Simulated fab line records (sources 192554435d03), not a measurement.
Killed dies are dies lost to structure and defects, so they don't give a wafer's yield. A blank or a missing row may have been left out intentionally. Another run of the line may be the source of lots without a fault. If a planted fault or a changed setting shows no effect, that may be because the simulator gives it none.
fab line records	flow n5-finfet	part 1 of 2: steps 1 to 15 of 16
[record] lots = 6	wafers = 18	last-day = 18
route steps=1938 shown MOL_CONTACT_COAG@525 BEOL_M4@1111 PASSIVATION@1936
lots that met no fault: taken from a fault-free run of the same line
start-h: hours from the record's opening day to when the first of the lot's shown wafers began	wait-h: time in hours since the lot's previous step	" repeats the value in the row above	L1.1+2: one row covering several wafers at once	- either no value or no given start	* or withheld: withheld	< > ~ a bound
route shown NAME@n: names a module that has steps shown in the file, with the first one's number in the route	usual: mean/standard deviation taken from wafers without a fault	same: alike in all rows	chamber/n: place in a boat	sites: per-site readings	_std_site: standard deviation of those values	_edge_site: the outer-site mean with the inner-site mean subtracted	radius-mm: for every site, how far away it sits from the centre of the wafer	mask NAME#n: copy n	behind: tool/chamber where the wafer was last shaped	hold: what put the lot on hold/how long, in hours/how the hold closed	device: names the non-switching transistor (n, p or np)	end of line: tests of these same wafers at the route's end	a step with no rows: only its recipe	killed: the dies lost at the first sort to structure and to defects; this is not the yield of the wafer	map: per-die view of a wafer (x killed, . not killed, _ where there is no die)
set.NAME: setting as actually run; set.NAME@STEP: the setting as run at that earlier step	model.NAME: the simulator's own value behind a step, which no gauge read
lots at selected steps of the route; one table per step, one row per wafer
services: the hour from which a tool's chamber was out of use, counted from the record's first day as start-h (under 0 if before that day), plus the number of hours and why
[[steps]]
[step N5_MOL_CONTACT_COAG_DEVELOP_07]
[recipe] develop-time-s = 30	developer = TMAH	resist = CAR-EUV	rinse-liquid = surfactant-rinse	dry = air-spin	dev-temp-c = 23
[step N5_MOL_CONTACT_COAG_CD_MEAS_08]
[recipe] target-cd-nm = 28	landing-energy-ev = 500	detector = se-inlens	polarity = opening
[usual] cd-nm = 27.91/0.26
lot.wafer	tool	chamber	start-h	wait-h	cd-nm
L949.1	cd-sem-02	0	94.77	-	27.64
L949.2	"	0	"	"	28.11
L949.6	"	0	"	"	28.12
L951.1	cd-sem-01	0	108.91	-	27.85
L951.3	"	0	"	"	27.45
L951.6	"	0	"	"	27.76
L960.3	cd-sem-03	0	163.22	-	27.65
L960.4	"	0	"	"	27.85
L960.5	"	0	"	"	27.98
L961.1	cd-sem-01	0	165.57	-	27.95
L961.2	"	0	"	"	27.35
L961.5	"	0	"	"	28.39
L966.1	cd-sem-03	0	195.58	-	27.96
L966.2	"	0	"	"	27.67
L966.6	"	0	"	"	27.68
L970.3	cd-sem-02	0	220.14	-	27.42
L970.5	"	0	"	"	28.07
L970.6	"	0	"	"	27.91
[step N5_MOL_CONTACT_COAG_OVL_MEAS_09]
[recipe] points-per-wafer = 522
[usual] CA_OVL = -0.2/0.67
lot.wafer	tool	chamber	start-h	wait-h	CA_OVL[nm]
L949.1	overlay-02	0	94.80	0.0	-0.2
L949.2	"	0	"	"	-1.0
L949.6	"	0	"	"	-0.6
L951.1	overlay-02	0	108.94	0.0	0.1
L951.3	"	0	"	"	-0.3
L951.6	"	0	"	"	0.8
L960.3	overlay-02	0	163.26	0.0	-0.2
L960.4	"	0	"	"	-0.9
L960.5	"	0	"	"	-1.4
L961.1	overlay-02	0	165.60	0.0	0.6
L961.2	"	0	"	"	0.4
L961.5	"	0	"	"	-0.4
L966.1	overlay-01	0	195.61	0.0	-1.2
L966.2	"	0	"	"	-0.5
L966.6	"	0	"	"	-2.0
L970.3	overlay-02	0	220.18	0.0	0.4
L970.5	"	0	"	"	1.3
L970.6	"	0	"	"	-0.6
[step N5_MOL_CONTACT_COAG_INSPECT_10]
[recipe] mode = adi	inspect-instrument = brightfield
[usual] raw-defect-count = 65/24
lot.wafer	tool	chamber	start-h	wait-h	raw-defect-count
L949.1	defect-inspect-02	-	94.85	0.1	42
L949.2	"	-	"	"	51
L949.6	"	-	"	"	83
L951.1	defect-inspect-02	-	109.00	0.1	56
L951.3	"	-	"	"	62
L951.6	"	-	"	"	53
L960.3	defect-inspect-02	-	163.30	0.0	50
L960.4	"	-	"	"	54
L960.5	"	-	"	"	53
L961.1	defect-inspect-01	-	165.66	0.1	55
L961.2	"	-	"	"	55
L961.5	"	-	"	"	59
L966.1	defect-inspect-01	-	195.67	0.1	54
L966.2	"	-	"	"	72
L966.6	"	-	"	"	73
L970.3	defect-inspect-02	-	220.23	0.0	63
L970.5	"	-	"	"	79
L970.6	"	-	"	"	88
[step N5_MOL_CONTACT_COAG_DESCUM_13]
[recipe] chemistry = O2	time-s = 7	source-power-w = 50	bias-power-w = 20	pressure-mtorr = 20	rf-frequency-hz = 2.712e+07	temp-c = 40	resist = CAR-EUV	o2-flow-sccm = 225
[usual] drypump-motor-current-A = 5.6/0.53	oes-product-au = 0.77/0.079	rf-vpp-V = 243.1/1.3	showerhead-plenum-p-Torr = 2.09/0.073	throttle-valve-pct = 20.43/0.17
lot.wafer	tool	chamber	start-h	wait-h	drypump-motor-current-A	oes-product-au	rf-hours-counter-h	rf-vpp-V	showerhead-plenum-p-Torr	throttle-valve-pct
L949.1	rie-diel-03	3	94.91	0.1	4.8	0.79	89	243.4	2.13	20.66
L949.2	"	2	"	"	6.2	0.75	151	243.4	2.08	20.34
L949.6	"	2	"	"	6.2	0.75	-	243.2	2.08	20.34
L951.1	rie-diel-04	0	109.12	0.1	5.5	0.69	228	243.4	2.15	20.43
L951.3	"	1	"	"	6.2	0.73	159	243.8	2.09	20.52
L951.6	"	2	"	"	5.7	0.82	-	242.7	2.04	20.37
L960.3	rie-diel-04	3	163.34	0.0	5.4	0.65	249	244.7	2.14	20.48
L960.4	"	1	"	"	6.2	0.72	177	243.2	2.09	20.52
L960.5	"	1	"	"	6.2	0.71	-	240.9	2.09	20.55
L961.1	rie-diel-04	0	165.99	0.3	5.5	0.68	247	241.8	2.15	20.45
L961.2	"	1	"	"	6.2	0.71	178	242.9	2.09	20.56
L961.5	"	2	"	"	5.7	0.80	-	240.8	2.03	20.41
L966.1	rie-diel-03	2	195.70	0.0	6.2	0.72	187	241.9	2.07	20.39
L966.2	"	0	"	"	5.1	0.88	61	243.0	2.22	20.31
L966.6	"	3	"	"	4.8	0.77	-	243.0	2.12	20.72
L970.3	rie-diel-01	3	220.55	0.3	5.9	0.76	143	242.7	2.10	20.62
L970.5	"	3	"	"	5.9	0.76	-	242.2	2.10	20.65
L970.6	"	2	"	"	5.0	0.95	-	244.5	2.24	20.48
[step N5_MOL_CONTACT_COAG_ETCH_59]
[recipe] chemistry = N2/H2	target = underlayer	target-depth-a = 130	mask-material = CAR-EUV	time-s = 10.4	ion-energy-ev = 200	pressure-mtorr = 30	source-w = 840	bias-w = 150	n2-flow-sccm = 200	h2-flow-sccm = 200	ends = cleared
[usual] drypump-motor-current-A = 5.6/0.53	etch-rf-on-time-s = 10.40/0.17	oes-product-au = 0.66/0.066	rf-fwd-power-W = 819.0/2.4	rf-vpp-V = 523.7/2.5	showerhead-plenum-p-Torr = 2.54/0.084	throttle-valve-pct = 17.84/0.15
lot.wafer	tool	chamber	start-h	wait-h	drypump-motor-current-A	etch-rf-on-time-s	oes-product-au	rf-fwd-power-W	rf-hours-counter-h	rf-vpp-V	showerhead-plenum-p-Torr	throttle-valve-pct
L949.1	rie-diel-03	3	94.95	0.0	4.8	10.33	0.69	815.9	89	523.1	2.56	17.81
L949.2	"	2	"	"	6.2	10.54	0.63	816.6	151	523.3	2.53	17.78
L949.6	"	2	"	"	6.2	10.60	0.64	813.6	-	523.8	2.53	17.78
L951.1	rie-diel-04	0	109.16	0.0	5.5	10.30	0.59	816.1	228	526.6	2.62	17.82
L951.3	"	1	"	"	6.2	10.53	0.63	820.9	159	524.2	2.56	18.05
L951.6	"	2	"	"	5.7	10.22	0.72	818.0	-	523.1	2.47	17.84
L960.3	rie-diel-04	3	163.37	0.0	5.4	10.59	0.58	818.2	249	526.6	2.60	17.87
L960.4	"	1	"	"	6.2	10.73	0.61	818.6	177	523.5	2.55	18.07
L960.5	"	1	"	"	6.2	10.63	0.62	821.9	-	522.6	2.55	18.08
L961.1	rie-diel-04	0	166.03	0.0	5.5	10.32	0.59	819.4	247	525.7	2.61	17.86
L961.2	"	1	"	"	6.2	10.62	0.61	821.9	178	523.1	2.55	18.08
L961.5	"	2	"	"	5.7	10.19	0.71	821.3	-	519.7	2.46	17.87
L966.1	rie-diel-03	2	195.74	0.0	6.2	10.54	0.61	818.6	187	522.6	2.52	17.83
L966.2	"	0	"	"	5.1	10.17	0.74	818.3	61	528.0	2.70	17.68
L966.6	"	3	"	"	4.8	10.28	0.65	818.3	-	522.5	2.54	17.87
L970.3	rie-diel-01	3	220.59	0.0	5.9	10.43	0.65	817.2	143	526.5	2.54	18.06
L970.5	"	3	"	"	5.9	10.45	0.65	821.9	-	525.4	2.54	18.05
L970.6	"	2	"	"	5.0	10.33	0.81	818.2	-	527.3	2.70	17.70
[step N5_MOL_CONTACT_COAG_ETCH_105]
[recipe] chemistry = CF4	target = SiARC	target-depth-a = 156	mask-material = CAR-EUV	time-s = 26	ion-energy-ev = 80	pressure-mtorr = 40	source-w = 545	bias-w = 36	Ar_flow_sccm = 100	cf4-flow-sccm = 100	ends = cleared
[usual] drypump-motor-current-A = 5.6/0.52	etch-rf-on-time-s = 26.0/0.45	oes-product-au = 0.66/0.066	rf-fwd-power-W = 531.2/1.6	rf-vpp-V = 184.1/1.1	showerhead-plenum-p-Torr = 2.14/0.072	throttle-valve-pct = 15.63/0.14
lot.wafer	tool	chamber	start-h	wait-h	drypump-motor-current-A	etch-rf-on-time-s	oes-product-au	rf-fwd-power-W	rf-hours-counter-h	rf-vpp-V	showerhead-plenum-p-Torr	throttle-valve-pct
L949.1	rie-diel-03	3	94.97	0.0	4.8	25.5	0.69	530.8	89	183.5	2.16	15.75
L949.2	"	2	"	"	6.2	26.4	0.63	528.8	151	184.1	2.15	15.61
L949.6	"	2	"	"	6.2	26.6	0.63	531.7	-	184.2	2.15	15.64
L951.1	rie-diel-04	0	109.18	0.0	5.5	25.6	0.61	531.3	228	186.3	2.21	15.69
L951.3	"	1	"	"	6.2	26.3	0.63	532.5	159	183.9	2.14	15.67
L951.6	"	2	"	"	5.7	25.9	0.71	532.1	-	184.6	2.08	15.48
L960.3	rie-diel-04	3	163.39	0.0	5.4	26.7	0.58	531.8	249	184.0	2.19	15.78
L960.4	"	1	"	"	6.2	26.8	0.61	533.2	177	185.6	2.13	15.68
L960.5	"	1	"	"	6.2	26.5	0.61	530.7	-	184.9	2.13	15.68
L961.1	rie-diel-04	0	166.05	0.0	5.5	25.7	0.59	530.7	247	185.5	2.20	15.72
L961.2	"	1	"	"	6.2	26.8	0.60	533.1	178	183.2	2.13	15.70
L961.5	"	2	"	"	5.7	26.1	0.69	531.5	-	182.9	2.08	15.52
L966.1	rie-diel-03	2	195.76	0.0	6.2	26.8	0.61	533.0	187	184.3	2.14	15.69
L966.2	"	0	"	"	5.1	26.1	0.74	532.5	61	185.0	2.28	15.50
L966.6	"	3	"	"	4.8	25.9	0.66	530.6	-	183.6	2.15	15.81
L970.3	rie-diel-01	3	220.61	0.0	5.9	26.5	0.65	533.6	143	183.3	2.14	15.75
L970.5	"	3	"	"	5.9	26.7	0.64	537.0	-	183.2	2.14	15.77
L970.6	"	2	"	"	5.0	25.9	0.81	530.1	-	186.5	2.26	15.48
[step N5_MOL_CONTACT_COAG_ETCH_106]
[recipe] chemistry = N2/H2	target = SOC	target-depth-a = 800	overetch-a = 160	mask-material = SiARC	temp-c = 40	time-s = 120	ion-energy-ev = 200	pressure-mtorr = 30	source-w = 840	bias-w = 150	n2-flow-sccm = 200	h2-flow-sccm = 200
[step N5_MOL_CONTACT_COAG_STRIP_107]
[recipe] chemistry = N2/H2	temp-c = 40	n2-flow-sccm = 200	h2-flow-sccm = 200	rf-frequency-hz = 6e+07
[step N5_MOL_CONTACT_COAG_STRIP_108]
[recipe] chemistry = N2/H2	temp-c = 40	n2-flow-sccm = 200	h2-flow-sccm = 200	rf-frequency-hz = 6e+07
[step N5_MOL_CONTACT_COAG_CONTACT_ETCH_14]
[recipe] chemistry = C4F6/O2	target = SiO2	target-depth-a = 275	overetch-a = 85	mask-material = SOC	pressure-mtorr = 30	source-w = 370	bias-w = 185	Ar_flow_sccm = 300	C4F6_flow_sccm = 16	O2_flow_sccm = 10	time-s = 20	ion-energy-ev = 259.6
[usual] drypump-motor-current-A = 5.6/0.53	oes-product-au = 0.66/0.062	rf-fwd-power-W = 363.0/1.6	rf-vpp-V = 693/3.4	showerhead-plenum-p-Torr = 2.88/0.097	throttle-valve-pct = 21.28/0.15
lot.wafer	tool	chamber	start-h	wait-h	drypump-motor-current-A	oes-product-au	rf-fwd-power-W	rf-hours-counter-h	rf-vpp-V	showerhead-plenum-p-Torr	throttle-valve-pct
L949.1	rie-diel-03	3	95.10	0.0	4.8	0.68	362.9	89	695	2.90	21.37
L949.2	"	2	"	"	6.2	0.63	363.1	151	692	2.90	21.38
L949.6	"	2	"	"	6.2	0.64	363.2	-	692	2.90	21.38
L951.1	rie-diel-04	0	109.31	0.0	5.5	0.59	364.8	228	696	2.97	21.29
L951.3	"	1	"	"	6.2	0.63	364.4	159	692	2.88	21.33
L951.6	"	2	"	"	5.7	0.71	360.9	-	691	2.80	21.21
L960.3	rie-diel-04	3	163.52	0.0	5.4	0.58	360.9	249	696	2.96	21.39
L960.4	"	1	"	"	6.2	0.61	363.2	177	693	2.87	21.38
L960.5	"	1	"	"	6.2	0.61	362.4	-	693	2.87	21.35
L961.1	rie-diel-04	0	166.18	0.0	5.5	0.59	363.0	247	697	2.96	21.32
L961.2	"	1	"	"	6.2	0.61	362.7	178	692	2.87	21.37
L961.5	"	2	"	"	5.7	0.69	360.5	-	690	2.79	21.23
L966.1	rie-diel-03	2	195.89	0.0	6.2	0.61	364.1	187	693	2.88	21.45
L966.2	"	0	"	"	5.1	0.73	357.6	61	700	3.05	21.19
L966.6	"	3	"	"	4.8	0.65	364.7	-	693	2.89	21.40
L970.3	rie-diel-01	3	220.73	0.0	5.9	0.65	365.8	143	693	2.87	21.38
L970.5	"	3	"	"	5.9	0.65	364.7	-	692	2.87	21.37
L970.6	"	2	"	"	5.0	0.80	363.9	-	699	3.03	21.14
[step N5_MOL_CONTACT_COAG_STRIP_109]
[recipe] chemistry = C4F6/O2	resist = SiARC	rf-frequency-hz = 6e+07
[step N5_MOL_CONTACT_COAG_ETCH_15]
[recipe] chemistry = CH3F/O2	target = SiNx	target-depth-a = 70	mask-material = SOC	stop-on = Si:P	over-etch-frac = 0.75	ion-energy-ev = 120	pressure-mtorr = 30	source-w = 395	bias-w = 73	Ar_flow_sccm = 150	CH3F_flow_sccm = 30	O2_flow_sccm = 20
[usual] drypump-motor-current-A = 5.6/0.53	oes-product-au = 0.56/0.053	rf-fwd-power-W = 391.8/1.4	rf-vpp-V = 299/5.7	showerhead-plenum-p-Torr = 2.00/0.07	throttle-valve-pct = 16.35/0.15
lot.wafer	tool	chamber	start-h	wait-h	drypump-motor-current-A	oes-product-au	rf-fwd-power-W	rf-hours-counter-h	rf-vpp-V	showerhead-plenum-p-Torr	throttle-valve-pct
L949.1	rie-diel-03	3	95.13	0.0	4.8	0.58	390.0	89	294	2.02	16.39
L949.2	"	2	"	"	6.2	0.55	392.0	151	300	2.01	16.40
L949.6	"	2	"	"	6.2	0.55	392.7	-	299	2.01	16.42
L951.1	rie-diel-04	0	109.34	0.0	5.5	0.51	392.8	228	291	2.06	16.37
L951.3	"	1	"	"	6.2	0.55	392.2	159	298	2.00	16.40
L951.6	"	2	"	"	5.7	0.61	390.8	-	307	1.95	16.25
L960.3	rie-diel-04	3	163.56	0.0	5.4	0.50	393.1	249	301	2.06	16.52
L960.4	"	1	"	"	6.2	0.53	464.5	177	277	1.99	16.44
L960.5	"	1	"	"	6.2	0.53	464.7	-	276	1.99	16.43
L961.1	rie-diel-04	0	166.21	0.0	5.5	0.50	394.4	247	288	2.05	16.42
L961.2	"	1	"	"	6.2	0.53	464.2	178	279	1.99	16.44
L961.5	"	2	"	"	5.7	0.59	391.1	-	306	1.94	16.28
L966.1	rie-diel-03	2	195.92	0.0	6.2	0.53	390.4	187	300	2.00	16.47
L966.2	"	0	"	"	5.1	0.64	389.1	61	308	2.13	16.21
L966.6	"	3	"	"	4.8	0.55	391.4	-	293	2.00	16.47
L970.3	rie-diel-01	3	220.77	0.0	5.9	0.56	393.7	143	303	1.99	16.43
L970.5	"	3	"	"	5.9	0.56	392.4	-	304	1.99	16.45
L970.6	"	2	"	"	5.0	0.68	391.7	-	295	2.12	16.20
[step N5_MOL_CONTACT_COAG_ETCH_110]
[recipe] chemistry = CF4/O2	target = Si	target-depth-a = 25	time-s = 8	pressure-mtorr = 100	source-w = 200	bias-w = 12	ion-energy-ev = 60	Ar_flow_sccm = 100	cf4-flow-sccm = 100	O2_flow_sccm = 10
[usual] drypump-motor-current-A = 5.6/0.53	oes-product-au = 0.77/0.079	rf-fwd-power-W = 198.0/0.78	rf-vpp-V = 128.3/2.9	showerhead-plenum-p-Torr = 2.23/0.074	throttle-valve-pct = 10.79/0.19
lot.wafer	tool	chamber	start-h	wait-h	drypump-motor-current-A	oes-product-au	rf-fwd-power-W	rf-hours-counter-h	rf-vpp-V	showerhead-plenum-p-Torr	throttle-valve-pct
L949.1	rie-diel-03	3	95.19	0.0	4.8	0.80	198.0	89	124.6	2.25	10.83
L949.2	"	2	"	"	6.2	0.74	196.5	151	129.7	2.23	10.80
L949.6	"	2	"	"	6.2	0.74	197.0	-	129.4	2.23	10.78
L951.1	rie-diel-04	0	109.40	0.0	5.5	0.70	199.3	228	122.9	2.29	10.90
L951.3	"	1	"	"	6.2	0.74	198.8	159	127.7	2.22	10.82
L951.6	"	2	"	"	5.7	0.84	198.3	-	131.0	2.16	10.59
L960.3	rie-diel-04	3	163.62	0.0	5.4	0.67	197.9	249	127.1	2.28	11.03
L960.4	"	1	"	"	6.2	0.71	198.9	177	129.3	2.21	10.90
L960.5	"	1	"	"	6.2	0.71	198.5	-	127.8	2.21	10.87
L961.1	rie-diel-04	0	166.27	0.0	5.5	0.69	198.2	247	122.9	2.29	10.98
L961.2	"	1	"	"	6.2	0.71	197.4	178	128.5	2.21	10.89
L961.5	"	2	"	"	5.7	0.82	198.4	-	131.8	2.16	10.64
L966.1	rie-diel-03	2	195.98	0.0	6.2	0.71	197.8	187	130.1	2.22	10.88
L966.2	"	0	"	"	5.1	0.86	197.4	61	132.0	2.36	10.56
L966.6	"	3	"	"	4.8	0.77	197.9	-	124.5	2.24	10.92
L970.3	rie-diel-01	3	220.83	0.0	5.9	0.75	197.6	143	131.2	2.22	10.90
L970.5	"	3	"	"	5.9	0.75	197.1	-	131.1	2.22	10.90
L970.6	"	2	"	"	5.0	0.95	198.2	-	127.2	2.35	10.53
[step N5_BEOL_M4_RC_MEAS_101]
[usual] DIBL_N = 36.4/1.6	DIBL_P = 35.9/2	IOFF_N = 0.152/0.03	IOFF_P = 0.20/0.032	ION_N = 670/12	ION_P = 459/7.3	SS_N = 71.6/0.55	SS_P = 73.2/0.69	VT_N = 251/3.5	VT_P = -252/3.2
lot.wafer	tool	chamber	start-h	wait-h	DIBL_N[mV/V]	DIBL_P[mV/V]	IOFF_N[nA/um]	IOFF_P[nA/um]	ION_N[uA/um]	ION_P[uA/um]	SS_N[mV/dec]	SS_P[mV/dec]	VT_N[mV]	VT_P[mV]
L949.1	prober-01	0	171.53	0.0	35.0	33.1	0.118	0.19	655	461	70.8	72.2	253	-250
L949.2	"	0	"	"	35.1	34.2	0.129	0.19	664	452	70.8	72.7	250	-251
L949.6	"	0	"	"	37.3	35.3	0.152	0.21	669	457	72.0	73.2	250	-249
L951.1	prober-01	0	190.73	0.0	37.3	35.0	0.148	0.19	671	458	70.9	73.2	252	-251
L951.3	"	0	"	"	37.6	35.1	0.141	0.19	661	454	71.7	73.9	252	-252
L951.6	"	0	"	"	36.0	33.3	0.127	0.18	661	449	71.3	73.0	254	-253
L961.1	prober-01	0	241.53	0.0	35.8	35.2	0.130	0.18	666	453	71.1	73.6	253	-253
L961.2	"	0	"	"	36.2	35.3	0.146	0.19	666	458	72.4	73.7	251	-251
L961.5	"	0	"	"	35.9	35.9	0.143	0.19	677	466	71.9	73.7	251	-251
L960.3	prober-02	0	250.04	0.3	35.4	33.6	0.131	0.17	672	457	71.5	72.7	256	-251
L960.4	"	0	"	"	36.2	35.5	0.154	0.20	672	459	71.4	72.9	252	-249
L960.5	"	0	"	"	36.1	35.2	0.146	0.20	671	457	71.4	73.0	253	-249
L966.1	prober-02	0	286.41	0.0	35.7	35.1	0.126	0.18	650	452	71.7	72.9	257	-253
L966.2	"	0	"	"	35.8	36.5	0.123	0.19	648	457	71.8	73.1	256	-251
L966.6	"	0	"	"	34.3	33.4	0.102	0.14	638	442	71.0	72.7	260	-257
L970.3	prober-02	0	311.52	0.3	32.7	32.0	0.103	0.15	653	450	71.2	72.4	256	-254
L970.5	"	0	"	"	35.6	36.6	0.139	0.21	667	466	71.7	73.5	252	-249
L970.6	"	0	"	"	33.4	33.1	0.110	0.17	650	451	71.8	72.8	261	-255
[[key]]
[first-sign] step = N5_MOL_CONTACT_COAG_ETCH_15	reading = rf-fwd-power-W	direction = up	sigmas = 51	usual = *	struck = *
[effect] step = N5_MOL_CONTACT_COAG_ETCH_15	reading = rf-vpp-V	direction = down	sigmas = 3.8	usual = 299	struck = 277
met-at N5_MOL_CONTACT_COAG_ETCH_15
struck-wafers L960.4,L960.5,L961.2
onset-between 109.34 163.56
[fault] kind = process-parameter-drift	tool = rie-diel-04	chamber = 1	onset-h = 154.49	steps = N5_MOL_CONTACT_COAG_ETCH_15	channel = source-w	offset = 71.1	shape = step	end-h = 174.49	acts-in = these-recipes-only	stated = 395
